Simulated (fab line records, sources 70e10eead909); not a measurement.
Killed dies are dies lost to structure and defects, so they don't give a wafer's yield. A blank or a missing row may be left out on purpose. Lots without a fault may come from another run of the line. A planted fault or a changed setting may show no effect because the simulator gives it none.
fab line records | flow nand_harc
record lots=24 wafers=72 last_day=24
route steps=1159 shown P_START@1 P_ZERO_WELL@14 P_GATE@148
lots that met no fault: from a run of the same line without faults
start_h: hours from the record's first day to the start of the lot's first wafer shown | wait_h: hours since the lot's step before | " the same as in the row above | L1.1+2: a row that stands for several wafers | - no value, or no start given | * or withheld: withheld | < > ~ a bound
route shown NAME@n: a module of which the file shows steps, and the number in the route of the first | usual: mean/standard deviation of fault-free wafers | same: alike in all rows | chamber/n: place in a boat | sites: the reading at each site | _std_site: their standard deviation | _edge_site: outer sites' mean less inner sites' | radius_mm: how far each site lies from the wafer's centre | mask NAME#n: copy n | behind: the tool/chamber that last shaped the wafer | hold: why the lot was held/for how many hours/how that ended | device: the transistor (n, p or np) that didn't switch | end of line: the same wafers' tests at the end of the route | a step without rows: its recipe alone | killed: dies lost to structure and defects at the first sort, not the wafer's yield | map: a wafer's dies, x killed, . not, _ none there
set.NAME: the setting as run; set.NAME@STEP: as run at that earlier step | model.NAME: the simulator's own value behind a step, which no gauge read
steps of the route over a sample of lots; a table a step, a row a wafer
services: from which hour (start_h, from the record's first day; less than 0 if before it) a tool's chamber was out of use, for how many hours, and why
## steps
# step NHARC_P_START_INSPECT_01
# usual raw_defect_count=3.3/1.8
# columns lot.wafer tool chamber start_h wait_h raw_defect_count
L074.2 defect_inspect-01 - 12.04 - 5
L074.4 " - " " 1
L074.5 " - " " 3
L075.3 defect_inspect-01 - 18.04 - 4
L075.4 " - " " 2
L075.6 " - " " 4
L076.2 defect_inspect-02 - 24.04 - 3
L076.4 " - " " 8
L076.5 " - " " 6
L077.1 defect_inspect-02 - 30.04 - 2
L077.2 " - " " 5
L077.4 " - " " 2
L078.3 defect_inspect-02 - 36.04 - 2
L078.4 " - " " 1
L078.5 " - " " 5
L079.1 defect_inspect-02 - 42.04 - 2
L079.5 " - " " 4
L079.6 " - " " 4
L080.3 defect_inspect-02 - 48.05 - 4
L080.4 " - " " 2
L080.5 " - " " 4
L081.2 defect_inspect-02 - 54.04 - 3
L081.3 " - " " 2
L081.6 " - " " 4
L082.3 defect_inspect-02 - 60.04 - 3
L082.4 " - " " 5
L082.6 " - " " 7
L083.1 defect_inspect-01 - 66.04 - 2
L083.3 " - " " 2
L083.5 " - " " 3
L084.1 defect_inspect-02 - 72.04 - 3
L084.3 " - " " 2
L084.6 " - " " 2
L085.3 defect_inspect-02 - 78.05 - 2
L085.4 " - " " 1
L085.5 " - " " 2
L086.2 defect_inspect-01 - 84.04 - 3
L086.4 " - " " 1
L086.6 " - " " 6
L087.2 defect_inspect-02 - 90.04 - 3
L087.5 " - " " 5
L087.6 " - " " 1
L088.1 defect_inspect-01 - 96.04 - 3
L088.4 " - " " 5
L088.5 " - " " 3
L089.1 defect_inspect-02 - 102.04 - 3
L089.2 " - " " 3
L089.4 " - " " 5
L090.1 defect_inspect-02 - 108.04 - 3
L090.2 " - " " 1
L090.6 " - " " 2
L091.1 defect_inspect-01 - 114.04 - 7
L091.2 " - " " 1
L091.5 " - " " 7
L092.1 defect_inspect-02 - 120.04 - 5
L092.3 " - " " 4
L092.5 " - " " 3
L093.1 defect_inspect-01 - 126.03 - 6
L093.2 " - " " 3
L093.6 " - " " 2
L094.1 defect_inspect-02 - 132.04 - 7
L094.5 " - " " 5
L094.6 " - " " 1
L095.1 defect_inspect-02 - 138.03 - 2
L095.4 " - " " 1
L095.5 " - " " 3
L096.2 defect_inspect-02 - 144.04 - 6
L096.4 " - " " 2
L096.6 " - " " 3
L097.1 defect_inspect-02 - 150.03 - 0
L097.2 " - " " 6
L097.4 " - " " 4
# step NHARC_P_ZERO_WELL_CD_MEAS_11
# recipe target_cd_nm=500 landing_energy_ev=500
# usual cd_nm=499.5/1.5
# columns lot.wafer tool chamber start_h wait_h cd_nm
L074.2 cd_sem-03 0 13.25 - 497.2
L074.4 " 0 " " 498.8
L074.5 " 0 " " 498.6
L075.3 cd_sem-03 0 19.27 - 499.3
L075.4 " 0 " " 497.0
L075.6 " 0 " " 497.2
L076.2 cd_sem-01 0 25.11 - 501.2
L076.4 " 0 " " 501.6
L076.5 " 0 " " 500.2
L077.1 cd_sem-02 0 31.25 - 499.9
L077.2 " 0 " " 500.4
L077.4 " 0 " " 500.0
L078.3 cd_sem-02 0 37.36 - 500.0
L078.4 " 0 " " 500.7
L078.5 " 0 " " 499.1
L079.1 cd_sem-01 0 43.30 - 500.2
L079.5 " 0 " " 499.5
L079.6 " 0 " " 500.1
L080.3 cd_sem-03 0 49.26 - 500.4
L080.4 " 0 " " 499.0
L080.5 " 0 " " 497.2
L081.2 cd_sem-03 0 55.25 - 501.4
L081.3 " 0 " " 502.6
L081.6 " 0 " " 500.6
L082.3 cd_sem-01 0 61.35 - 501.0
L082.4 " 0 " " 499.3
L082.6 " 0 " " 499.5
L083.1 cd_sem-03 0 67.21 - 500.8
L083.3 " 0 " " 500.5
L083.5 " 0 " " 500.1
L084.1 cd_sem-01 0 73.13 - 502.9
L084.3 " 0 " " 502.4
L084.6 " 0 " " 501.5
L085.3 cd_sem-02 0 79.26 - 502.0
L085.4 " 0 " " 501.6
L085.5 " 0 " " 500.3
L086.2 cd_sem-03 0 85.27 - 498.3
L086.4 " 0 " " 500.0
L086.6 " 0 " " 500.1
L087.2 cd_sem-02 0 91.11 - 500.8
L087.5 " 0 " " 499.6
L087.6 " 0 " " 500.5
L088.1 cd_sem-01 0 97.24 - 498.8
L088.4 " 0 " " 498.5
L088.5 " 0 " " 498.3
L089.1 cd_sem-02 0 103.26 - 498.2
L089.2 " 0 " " 498.8
L089.4 " 0 " " 500.4
L090.1 cd_sem-03 0 109.15 - 498.6
L090.2 " 0 " " 500.9
L090.6 " 0 " " 499.5
L091.1 cd_sem-01 0 115.26 - 499.3
L091.2 " 0 " " 498.0
L091.5 " 0 " " 497.7
L092.1 cd_sem-03 0 121.20 - 499.0
L092.3 " 0 " " 497.1
L092.5 " 0 " " 499.0
L093.1 cd_sem-03 0 127.24 - 499.5
L093.2 " 0 " " 500.8
L093.6 " 0 " " 501.6
L094.1 cd_sem-03 0 133.41 - 500.6
L094.5 " 0 " " 499.1
L094.6 " 0 " " 497.9
L095.1 cd_sem-01 0 139.25 - 496.5
L095.4 " 0 " " 498.4
L095.5 " 0 " " 500.4
L096.2 cd_sem-03 0 145.24 - 499.5
L096.4 " 0 " " 495.9
L096.6 " 0 " " 497.0
L097.1 cd_sem-01 0 151.25 - 500.3
L097.2 " 0 " " 498.8
L097.4 " 0 " " 499.9
# step NHARC_P_ZERO_WELL_ETCH_63
# recipe target_depth_a=1200 time_s=40.1 hbr_flow_sccm=150 cl2_flow_sccm=50 rf_w=400 icp_w=400 bias_w=100 chemistry=HBr/Cl2
# usual drypump_motor_current_A=5.6/0.32 mfc_cl2_sccm=50.02/0.15 oes_product_au=1.001/0.0074 throttle_valve_pct=26.405/0.01
# columns lot.wafer tool chamber start_h wait_h drypump_motor_current_A mfc_cl2_sccm oes_product_au rf_hours_counter_h throttle_valve_pct
L074.4 rie_si-04 3 13.66 - 5.3 50.11 0.998 0.7 26.397
L074.2 " 2 " " 5.6 50.06 0.999 0.7 26.409
L074.5 " 3 " " 5.2 50.00 1.001 - 26.418
L075.3 rie_si-04 3 19.70 - 5.2 50.12 0.987 0.8 26.411
L075.4 " 1 " " 4.8 50.04 0.988 0.7 26.411
L075.6 " 3 " " 5.2 49.89 0.997 - 26.424
L076.2 rie_si-06 0 25.53 - 5.7 50.12 0.997 0.1 26.402
L076.4 " 2 " " 5.8 50.24 0.989 0.1 26.400
L076.5 " 1 " " 5.8 50.08 1.002 - 26.421
L077.2 rie_si-06 1 31.66 - 5.8 50.30 1.004 0.1 26.401
L077.1 " 2 " " 5.7 49.70 1.006 0.1 26.411
L077.4 " 3 " " 4.9 50.11 0.999 0.1 26.419
L078.3 rie_si-05 1 37.78 - 6.0 49.78 1.022 1.3 26.409
L078.4 " 3 " " 5.6 49.78 1.006 1.4 26.389
L078.5 " 0 " " 5.6 49.72 1.006 - 26.393
L079.1 rie_si-04 1 43.72 - 4.8 49.79 1.001 1.0 26.413
L079.6 " 1 " " 4.8 49.91 1.002 - 26.398
L079.5 " 3 " " 5.2 50.16 0.997 - 26.401
L080.3 rie_si-06 1 49.70 - 5.8 50.15 1.000 0.3 26.412
L080.5 " 0 " " 5.6 50.16 1.016 - 26.400
L080.4 " 2 " " 5.8 49.92 1.015 - 26.375
L081.2 rie_si-06 1 55.67 - 5.8 50.00 1.005 0.4 26.409
L081.3 " 0 " " 5.6 49.93 0.994 0.3 26.423
L081.6 " 0 " " 5.7 49.91 1.004 - 26.421
L082.3 rie_si-05 1 61.77 - 6.0 49.92 1.009 1.5 26.407
L082.4 " 2 " " 5.9 50.08 0.998 1.4 26.400
L082.6 " 2 " " 5.8 50.16 0.999 - 26.386
L083.3 rie_si-04 2 67.63 - 5.6 50.04 1.004 1.2 26.405
L083.1 " 3 " " 5.3 49.90 1.001 1.2 26.409
L083.5 " 3 " " 5.3 50.16 0.988 - 26.401
L084.3 rie_si-05 3 73.58 - 5.6 50.25 0.987 0.0 26.417
L084.1 " 0 " " 5.6 49.98 0.990 0.0 26.407
L084.6 " 1 " " 6.0 49.92 0.995 - 26.413
L085.3 rie_si-06 3 79.70 - 4.9 50.08 1.007 0.4 26.394
L085.4 " 0 " " 5.7 49.96 0.994 0.6 26.400
L085.5 " 1 " " 5.8 50.23 1.013 - 26.394
L086.2 rie_si-05 1 85.68 - 6.0 50.13 1.000 0.2 26.402
L086.4 " 3 " " 5.6 49.91 1.009 0.1 26.405
L086.6 " 1 " " 6.0 50.35 0.998 - 26.417
L087.2 rie_si-05 3 91.54 - 5.6 49.96 1.009 0.2 26.411
L087.5 " 2 " " 5.9 50.13 1.011 - 26.409
L087.6 " 3 " " 5.6 49.84 1.007 - 26.398
L088.4 rie_si-04 1 97.66 - 4.8 49.94 1.005 1.4 26.419
L088.1 " 3 " " 5.2 50.06 0.990 1.5 26.390
L088.5 " 1 " " 4.8 49.88 0.996 - 26.399
L089.4 rie_si-06 0 103.68 - 5.7 50.00 1.001 0.8 26.404
L089.1 " 1 " " 5.8 49.92 1.005 0.8 26.410
L089.2 " 2 " " 5.7 49.97 1.004 0.9 26.413
L090.2 rie_si-06 0 109.57 - 5.7 49.97 1.016 0.8 26.405
L090.1 " 1 " " 5.8 50.22 1.005 0.8 26.401
L090.6 " 0 " " 5.7 49.98 0.998 - 26.408
L091.2 rie_si-06 0 115.69 - 5.7 50.20 0.997 0.9 26.390
L091.1 " 2 " " 5.8 50.10 1.009 0.9 26.402
L091.5 " 1 " " 5.8 49.97 1.002 - 26.406
L092.1 rie_si-05 1 121.64 - 6.0 50.23 0.998 0.4 26.416
L092.3 " 2 " " 5.9 50.14 0.995 0.4 26.394
L092.5 " 3 " " 5.6 50.07 0.982 - 26.412
L093.2 rie_si-05 2 127.67 - 5.8 49.81 1.004 0.5 26.393
L093.1 " 0 " " 5.6 49.93 0.988 0.5 26.389
L093.6 " 1 " " 6.0 50.09 0.990 - 26.403
L094.1 rie_si-04 2 133.95 - 5.7 50.24 1.004 0.3 26.408
L094.6 " 2 " " 5.7 50.00 1.006 - 26.398
L094.5 " 3 " " 5.3 50.12 1.001 - 26.423
L095.1 rie_si-05 0 139.68 - 5.6 50.02 0.993 0.6 26.395
L095.4 " 2 " " 5.9 49.93 1.001 0.7 26.415
L095.5 " 0 " " 5.6 49.99 0.984 - 26.414
L096.4 rie_si-06 1 145.72 - 5.8 50.14 1.002 1.1 26.408
L096.2 " 3 " " 4.9 50.06 0.999 0.9 26.405
L096.6 " 1 " " 5.8 50.10 1.003 - 26.403
L097.1 rie_si-04 1 151.69 - 4.8 49.91 1.013 0.5 26.402
L097.4 " 2 " " 5.7 49.95 1.001 0.5 26.421
L097.2 " 3 " " 5.2 49.87 0.994 0.5 26.410
# step NHARC_P_ZERO_WELL_DESCUM_54
# recipe time_s=3 o2_flow_sccm=200 ar_flow_sccm=0 bias_power_w=0 chemistry=O2
# usual drypump_motor_current_A=5.9/0.48 mfc_ar_sccm=0.009/0.012 oes_product_au=1.002/0.0079 rf_vpp_V=57.7/0.84 showerhead_plenum_p_Torr=1.91/0.067 throttle_valve_pct=11.311/0.0088
# columns lot.wafer tool chamber start_h wait_h drypump_motor_current_A mfc_ar_sccm oes_product_au rf_hours_counter_h rf_vpp_V showerhead_plenum_p_Torr throttle_valve_pct
L074.4 rie_diel-13 0 18.05 - 6.3 0 0.996 5.2 56.5 1.82 11.327
L074.2 " 2 " " 5.8 0.031 1.007 5.0 57.8 2.02 11.307
L074.5 " 0 " " 6.3 0 0.996 - 58.7 1.82 11.315
L075.4 rie_diel-02 0 24.01 - 5.8 0.029 0.991 2.4 58.3 1.91 11.320
L075.3 " 1 " " 5.5 0 0.981 2.6 57.4 1.92 11.296
L075.6 " 0 " " 5.8 0.029 1.006 - 58.3 1.91 11.312
L076.4 rie_diel-01 1 29.78 - 6.0 0.011 1.011 2.2 56.9 1.88 11.315
L076.2 " 3 " " 5.2 0.013 0.996 2.2 59.5 1.93 11.321
L076.5 " 1 " " 6.0 0.011 1.008 - 56.5 1.88 11.307
L077.4 rie_diel-13 3 36.07 - 5.6 0.029 0.981 6.6 57.3 1.88 11.314
L077.1 " 0 " " 6.4 0 0.980 6.2 56.8 1.82 11.299
L077.2 " 1 " " 6.3 0.003 0.991 7.0 58.2 1.87 11.310
L078.3 rie_diel-13 3 41.98 - 5.6 0.029 0.995 6.9 57.9 1.88 11.314
L078.4 " 0 " " 6.3 0 1.002 6.5 57.2 1.82 11.304
L078.5 " 3 " " 5.6 0.029 0.996 - 57.4 1.88 11.320
L079.1 rie_diel-02 2 48.01 - 5.9 0 1.000 5.5 58.7 1.97 11.297
L079.5 " 0 " " 5.8 0.029 0.994 - 58.3 1.91 11.298
L079.6 " 1 " " 5.5 0 0.992 - 58.2 1.92 11.321
L080.4 rie_diel-02 0 54.11 - 5.7 0.029 1.003 5.4 59.3 1.91 11.310
L080.3 " 1 " " 5.5 0 1.001 6.0 56.5 1.92 11.315
L080.5 " 0 " " 5.7 0.029 1.005 - 58.0 1.91 11.323
L081.2 rie_diel-13 3 59.95 - 5.6 0.029 1.006 7.6 56.4 1.88 11.305
L081.3 " 0 " " 6.3 0 1.004 7.2 57.4 1.82 11.301
L081.6 " 3 " " 5.6 0.029 1.011 - 56.0 1.88 11.311
L082.4 rie_diel-02 1 66.16 - 5.5 0 0.994 6.6 55.1 1.92 11.308
L082.3 " 2 " " 5.9 0 0.998 6.6 57.7 1.97 11.304
L082.6 " 1 " " 5.5 0 0.989 - 58.5 1.92 11.310
L083.3 rie_diel-13 3 71.92 - 5.6 0.029 0.992 8.8 57.6 1.88 11.302
L083.1 " 0 " " 6.3 0 1.009 8.4 56.3 1.82 11.299
L083.5 " 1 " " 6.3 0.003 1.005 - 57.5 1.87 11.290
L084.1 rie_diel-01 2 77.84 - 6.7 0 1.010 5.6 57.4 1.91 11.327
L084.3 " 3 " " 5.2 0.013 1.005 6.0 57.7 1.93 11.310
L084.6 " 0 " " 6.7 0 1.004 - 57.4 2.04 11.297
L085.4 rie_diel-02 2 83.85 - 5.9 0 1.005 7.7 57.7 1.97 11.308
L085.3 " 0 " " 5.7 0.029 1.000 7.6 57.9 1.91 11.292
L085.5 " 1 " " 5.5 0 0.996 - 57.7 1.92 11.309
L086.4 rie_diel-02 1 89.80 - 5.5 0 0.997 8.0 56.9 1.92 11.315
L086.2 " 0 " " 5.8 0.029 0.998 7.9 59.0 1.91 11.313
L086.6 " 2 " " 5.9 0 1.004 - 57.5 1.97 11.306
L087.2 rie_diel-13 3 95.54 - 5.6 0.029 0.996 9.9 58.1 1.88 11.304
L087.6 " 1 " " 6.3 0.003 1.001 - 57.5 1.87 11.317
L087.5 " 2 " " 5.8 0.031 1.010 - 58.2 2.02 11.312
L088.4 rie_diel-01 1 101.83 - 6.0 0.011 1.015 6.3 57.6 1.88 11.318
L088.1 " 0 " " 6.7 0 1.011 6.8 59.0 2.04 11.327
L088.5 " 2 " " 6.7 0 1.008 - 57.1 1.91 11.315
L089.1 rie_diel-02 0 107.84 - 5.8 0.029 1.009 9.3 58.3 1.91 11.312
L089.2 " 3 " " 5.2 0 0.988 7.7 57.0 1.81 11.299
L089.4 " 0 " " 5.8 0.029 1.001 - 57.4 1.91 11.308
L090.2 rie_diel-02 0 113.88 - 5.7 0.029 1.003 9.9 58.3 1.91 11.313
L090.1 " 2 " " 5.9 0 1.002 9.8 59.2 1.97 11.315
L090.6 " 0 " " 5.8 0.029 0.999 - 59.0 1.91 11.309
L091.1 rie_diel-01 2 120.01 - 6.7 0 1.009 8.1 56.4 1.91 11.318
L091.2 " 0 " " 6.7 0 1.011 7.5 58.2 2.04 11.320
L091.5 " 3 " " 5.3 0.013 1.011 - 58.5 1.93 11.310
L092.1 rie_diel-02 2 125.92 - 5.9 0 1.000 9.9 58.0 1.97 11.307
L092.3 " 0 " " 5.8 0.029 0.998 10.0 58.7 1.91 11.306
L092.5 " 2 " " 5.9 0 0.997 - 58.2 1.97 11.328
L093.1 rie_diel-01 0 131.79 - 6.7 0 1.004 8.6 58.8 2.04 11.306
L093.2 " 2 " " 6.8 0 1.006 9.1 57.7 1.91 11.307
L093.6 " 3 " " 5.2 0.013 1.010 - 57.9 1.93 11.313
L094.1 rie_diel-13 3 138.43 - 5.6 0.029 1.009 2.3 58.9 1.88 11.303
L094.6 " 0 " " 6.3 0 0.994 - 57.9 1.82 11.329
L094.5 " 1 " " 6.3 0.003 1.015 - 57.3 1.87 11.329
L095.4 rie_diel-13 0 144.04 - 6.3 0 1.002 2.3 57.1 1.82 11.298
L095.1 " 1 " " 6.3 0.003 1.015 1.8 57.1 1.87 11.312
L095.5 " 0 " " 6.3 0 1.013 - 57.9 1.82 11.290
L096.2 rie_diel-01 0 149.89 - 6.7 0 1.003 0.1 57.2 2.04 11.319
L096.6 " 3 " " 5.2 0.013 0.993 - 57.7 1.93 11.324
L096.4 " 2 " " 6.8 0 1.001 - 57.9 1.91 11.315
L097.1 rie_diel-01 0 155.81 - 6.7 0 0.995 0.1 59.1 2.04 11.309
L097.4 " 1 " " 6.0 0.011 0.996 0.1 58.2 1.88 11.317
L097.2 " 2 " " 6.7 0 0.999 0.1 57.6 1.91 11.308
# step NHARC_P_GATE_ETCH_114
# recipe target_depth_a=300 overetch_a=30 time_s=16.5 ion_energy_ev=100 cf4_flow_sccm=80 o2_flow_sccm=20 ar_flow_sccm=0 rf_w=300 bias_w=100 chemistry=CF4/O2
# usual drypump_motor_current_A=5.9/0.45 mfc_ar_sccm=0.003/0.0076 oes_o_777_au=1.000/0.0047 oes_product_au=1.002/0.0069 rf_vpp_V=197.6/1.3 showerhead_plenum_p_Torr=1.33/0.052 throttle_valve_pct=13.397/0.0098
# columns lot.wafer tool chamber start_h wait_h drypump_motor_current_A mfc_ar_sccm oes_o_777_au oes_product_au rf_hours_counter_h rf_vpp_V showerhead_plenum_p_Torr throttle_valve_pct
L074.2 rie_diel-08 3 - - 4.8 0 1.000 1.014 41 196.5 1.28 13.387
L074.4 " 2 " " 5.7 0 0.988 1.008 49 196.2 1.26 13.401
L074.5 " 0 " " 6.0 0.028 1.005 0.997 - 197.4 1.40 13.402
L076.4 rie_diel-03 1 - - 5.7 0 1.000 0.991 8 200.2 1.41 13.397
L076.2 " 2 " " 6.2 0 0.999 0.993 9 196.2 1.26 13.395
L076.5 " 3 " " 6.5 0 0.996 0.992 - 198.1 1.33 13.385
L075.4 rie_diel-03 0 - - 6.0 0 1.002 0.999 8 196.8 1.33 13.396
L075.3 " 1 " " 5.7 0 1.001 0.996 8 199.4 1.41 13.379
L075.6 " 0 " " 6.0 0 1.008 0.994 - 198.7 1.33 13.389
L077.2 rie_diel-03 2 - - 6.2 0 1.006 0.999 12 195.6 1.26 13.392
L077.4 " 3 " " 6.6 0 1.000 0.997 12 197.6 1.33 13.388
L077.1 " 0 " " 5.9 0 0.995 0.999 11 197.8 1.33 13.410
L078.4 rie_diel-03 3 - - 6.5 0 0.999 0.999 12 196.8 1.33 13.404
L078.3 " 1 " " 5.7 0 0.998 0.996 11 198.7 1.41 13.392
L078.5 " 3 " " 6.5 0 0.997 1.005 - 198.5 1.33 13.408
L079.1 rie_diel-12 3 - - 5.7 0 0.997 1.003 33 197.6 1.35 13.397
L079.5 " 0 " " 6.1 0 1.004 1.008 - 199.4 1.41 13.405
L079.6 " 1 " " 6.0 0.009 1.001 1.000 - 198.2 1.33 13.402
L080.3 rie_diel-03 2 - - 6.2 0 1.002 0.999 15 195.1 1.26 13.414
L080.4 " 3 " " 6.6 0 0.999 1.007 15 198.0 1.33 13.387
L080.5 " 3 " " 6.6 0 1.000 1.000 - 198.0 1.33 13.420
L081.3 rie_diel-03 0 - - 6.0 0 1.000 0.993 17 198.0 1.33 13.401
L081.2 " 1 " " 5.7 0 0.999 0.995 16 198.8 1.40 13.398
L081.6 " 0 " " 6.0 0 1.004 0.992 - 196.5 1.33 13.386
L083.1 rie_diel-12 3 - - 5.7 0 1.003 1.005 43 199.0 1.34 13.384
L083.3 " 1 " " 6.0 0.009 1.005 0.999 41 197.6 1.33 13.384
L083.5 " 3 " " 5.7 0 0.995 1.002 - 198.3 1.34 13.409
L082.4 rie_diel-03 0 - - 6.0 0 1.007 1.005 18 198.2 1.33 13.396
L082.3 " 3 " " 6.6 0 1.003 0.990 18 196.7 1.33 13.411
L082.6 " 1 " " 5.7 0 0.997 0.990 - 199.9 1.40 13.395
L084.1 rie_diel-03 2 - - 6.1 0 0.995 0.997 18 197.1 1.26 13.393
L084.3 " 3 " " 6.5 0 0.999 1.014 18 197.6 1.33 13.389
L084.6 " 3 " " 6.5 0 1.001 0.992 - 198.1 1.33 13.418
L085.3 rie_diel-08 2 - - 5.7 0 0.997 1.009 12 195.5 1.26 13.398
L085.4 " 1 " " 5.7 0.002 1.001 1.001 12 198.2 1.34 13.401
L085.5 " 3 " " 4.9 0 1.002 1.002 - 196.3 1.27 13.375
L086.4 rie_diel-03 2 - - 6.2 0 0.997 1.004 21 196.5 1.26 13.403
L086.2 " 3 " " 6.6 0 0.993 0.995 21 197.1 1.33 13.400
L086.6 " 2 " " 6.2 0 0.997 0.998 - 196.0 1.26 13.388
L088.4 rie_diel-08 1 - - 5.8 0.002 1.005 1.009 14 198.7 1.34 13.395
L088.1 " 2 " " 5.7 0 1.003 1.010 14 194.8 1.26 13.380
L088.5 " 0 " " 5.9 0.028 1.000 0.996 - 199.1 1.39 13.380
L087.2 rie_diel-03 0 - - 6.0 0 1.002 1.002 22 198.2 1.33 13.395
L087.5 " 1 " " 5.7 0 0.997 1.002 - 200.2 1.40 13.406
L087.6 " 2 " " 6.2 0 0.998 1.001 - 196.3 1.26 13.406
L089.4 rie_diel-03 0 - - 6.0 0 1.000 0.997 26 197.3 1.33 13.409
L089.2 " 1 " " 5.7 0 1.001 1.001 26 200.0 1.40 13.408
L089.1 " 2 " " 6.2 0 0.996 0.999 25 196.9 1.26 13.399
L090.1 rie_diel-03 2 - - 6.1 0 0.996 1.003 26 196.5 1.26 13.392
L090.2 " 3 " " 6.5 0 1.004 0.999 27 197.1 1.33 13.385
L090.6 " 2 " " 6.2 0 1.000 0.995 - 195.6 1.26 13.409
L092.3 rie_diel-12 1 - - 6.0 0.009 0.994 1.004 59 197.6 1.32 13.421
L092.1 " 2 " " 5.2 0.017 0.998 0.996 59 196.0 1.28 13.413
L092.5 " 2 " " 5.1 0.017 0.998 0.983 - 194.7 1.28 13.406
L091.1 rie_diel-08 3 - - 4.8 0 1.005 1.006 24 197.8 1.27 13.390
L091.2 " 1 " " 5.7 0.002 1.002 1.007 24 197.6 1.34 13.378
L091.5 " 2 " " 5.7 0 1.003 1.014 - 196.5 1.26 13.427
L093.2 rie_diel-08 3 - - 4.8 0 1.007 1.008 26 196.4 1.27 13.393
L093.1 " 1 " " 5.8 0.002 1.000 1.009 26 199.1 1.34 13.391
L093.6 " 2 " " 5.7 0 0.995 1.024 - 196.3 1.26 13.398
L094.1 rie_diel-03 2 - - 6.2 0 1.006 1.009 30 196.5 1.25 13.392
L094.5 " 3 " " 6.5 0 0.993 1.002 - 198.5 1.33 13.401
L094.6 " 0 " " 6.0 0 1.002 0.993 - 198.4 1.33 13.401
L095.1 rie_diel-12 0 - - 6.1 0 0.998 1.015 1 199.3 1.41 13.400
L095.4 " 1 " " 6.0 0.009 0.999 1.011 1 197.8 1.32 13.393
L095.5 " 1 " " 6.0 0.009 1.009 1.008 - 198.2 1.32 13.410
L096.4 rie_diel-08 0 - - 6.0 0.028 0.997 0.999 29 199.1 1.39 13.400
L096.2 " 1 " " 5.8 0.002 1.006 0.998 29 196.3 1.34 13.399
L096.6 " 2 " " 5.7 0 0.995 1.019 - 195.3 1.25 13.395
L097.1 rie_diel-08 0 - - 6.0 0.028 1.003 1.010 31 199.1 1.39 13.404
L097.2 " 2 " " 5.7 0 1.000 1.005 30 196.4 1.25 13.416
L097.4 " 3 " " 4.8 0 1.002 0.997 30 196.2 1.27 13.400
# step NHARC_P_GATE_STRIP_113
# recipe power_w=1500 temp_c=110 time_s=740 chemistry=N2/H2
# usual drypump_motor_current_A=5.6/0.42 heater_power_w=82/7.2
# columns lot.wafer tool chamber start_h wait_h drypump_motor_current_A heater_power_w rf_hours_counter_h
L074.2 plasma_asher-02 1 105.84 0.3 6.0 76 36
L074.4 " 1 " " 6.0 74 -
L074.5 " 0 " " 5.1 77 -
L075.3 plasma_asher-02 0 113.68 0.4 5.1 77 -
L075.4 " 1 " " 6.0 72 -
L075.6 " 0 " " 5.1 74 -
L076.2 plasma_asher-01 1 120.06 0.2 5.3 89 3
L076.4 " 1 " " 5.3 89 -
L076.5 " 1 " " 5.3 89 -
L078.4 plasma_asher-01 1 125.68 0.3 5.3 87 -
L078.3 " 0 " " 6.1 90 -
L078.5 " 0 " " 6.0 89 -
L077.1 plasma_asher-02 0 125.89 0.4 5.1 76 43
L077.2 " 1 " " 6.0 73 43
L077.4 " 1 " " 6.0 73 -
L079.1 plasma_asher-01 0 142.05 0.2 6.0 90 10
L079.5 " 0 " " 6.0 90 -
L079.6 " 1 " " 5.3 88 -
L080.4 plasma_asher-02 1 142.91 0.4 6.0 73 -
L080.3 " 0 " " 5.1 76 -
L080.5 " 1 " " 6.0 70 -
L081.2 plasma_asher-02 1 150.53 0.3 6.0 75 51
L081.3 " 0 " " 5.1 78 -
L081.6 " 0 " " 5.1 78 -
L083.1 plasma_asher-02 1 166.49 0.3 6.0 73 56
L083.3 " 1 " " 6.0 73 -
L083.5 " 1 " " 6.0 72 -
L082.4 plasma_asher-01 0 166.83 0.4 6.1 89 -
L082.3 " 1 " " 5.3 88 -
L082.6 " 1 " " 5.3 89 -
L084.1 plasma_asher-01 1 171.71 0.3 5.3 88 21
L084.3 " 0 " " 6.0 90 -
L084.6 " 1 " " 5.3 88 -
L085.4 plasma_asher-01 1 182.99 0.3 5.3 88 -
L085.3 " 0 " " 6.1 91 -
L085.5 " 0 " " 6.0 88 -
L086.2 plasma_asher-01 0 183.78 0.4 6.0 91 25
L086.4 " 0 " " 6.0 91 -
L086.6 " 1 " " 5.3 86 -
L088.1 plasma_asher-01 1 190.64 1.0 5.3 89 29
L088.4 " 0 " " 6.1 91 -
L088.5 " 1 " " 5.3 90 -
L087.2 plasma_asher-01 1 191.58 1.4 5.3 89 30
L087.6 " 1 " " 5.3 89 -
L087.5 " 0 " " 6.1 88 -
L089.2 plasma_asher-01 0 208.38 0.2 6.1 90 35
L089.1 " 1 " " 5.3 85 35
L089.4 " 0 " " 6.0 91 -
L090.1 plasma_asher-02 1 208.91 0.2 6.0 74 5
L090.2 " 0 " " 5.1 73 5
L090.6 " 0 " " 5.1 76 -
L092.1 plasma_asher-02 0 212.66 0.3 5.1 74 6
L092.3 " 0 " " 5.1 73 -
L092.5 " 1 " " 6.0 75 -
L091.1 plasma_asher-01 0 214.62 0.2 6.0 88 38
L091.2 " 1 " " 5.3 89 38
L091.5 " 1 " " 5.3 87 -
L093.1 plasma_asher-02 1 217.73 0.2 6.0 74 8
L093.2 " 0 " " 5.1 74 8
L093.6 " 1 " " 6.0 74 -
L094.1 plasma_asher-02 0 226.20 0.2 5.1 76 10
L094.5 " 0 " " 5.1 73 -
L094.6 " 1 " " 6.0 74 -
L095.1 plasma_asher-01 0 232.56 0.2 6.1 90 43
L095.4 " 0 " " 6.1 90 -
L095.5 " 0 " " 6.1 88 -
L096.2 plasma_asher-01 0 234.63 0.3 6.0 89 44
L096.4 " 0 " " 6.0 88 -
L096.6 " 0 " " 6.0 90 -
L097.1 plasma_asher-02 1 238.26 0.2 6.0 74 16
L097.2 " 0 " " 5.1 76 16
L097.4 " 1 " " 6.0 74 -
## services
# columns tool chamber start_h hours kind
rie_si-06 - 6.00 9.0 pm
plasma_asher-02 - 6.07 9.0 pm
plasma_asher-01 - 13.05 3.2 repair
rie_diel-13 0 18.28 5.0 repair
rie_diel-02 3 28.76 13.3 repair
rie_diel-03 - 38.30 9.0 pm
rie_diel-03 3 48.40 1.4 repair
rie_si-06 3 49.23 15.1 repair
rie_diel-03 1 55.75 2.7 repair
rie_si-05 - 62.00 9.0 pm
plasma_asher-01 - 83.96 9.6 repair
rie_diel-13 - 99.00 9.0 pm
rie_si-05 3 99.28 1.7 repair
plasma_asher-01 - 99.57 9.0 pm
rie_diel-02 2 106.13 2.4 repair
rie_diel-13 1 117.18 2.7 repair
plasma_asher-01 - 144.59 3.6 repair
rie_diel-02 - 150.70 9.0 pm
rie_diel-03 2 167.77 5.8 repair
rie_diel-03 - 177.99 0.4 repair
rie_diel-03 - 180.99 1.2 repair
rie_si-06 - 183.00 9.0 pm
plasma_asher-02 - 183.07 9.0 pm
rie_diel-03 - 215.30 9.0 pm
## key
fault none
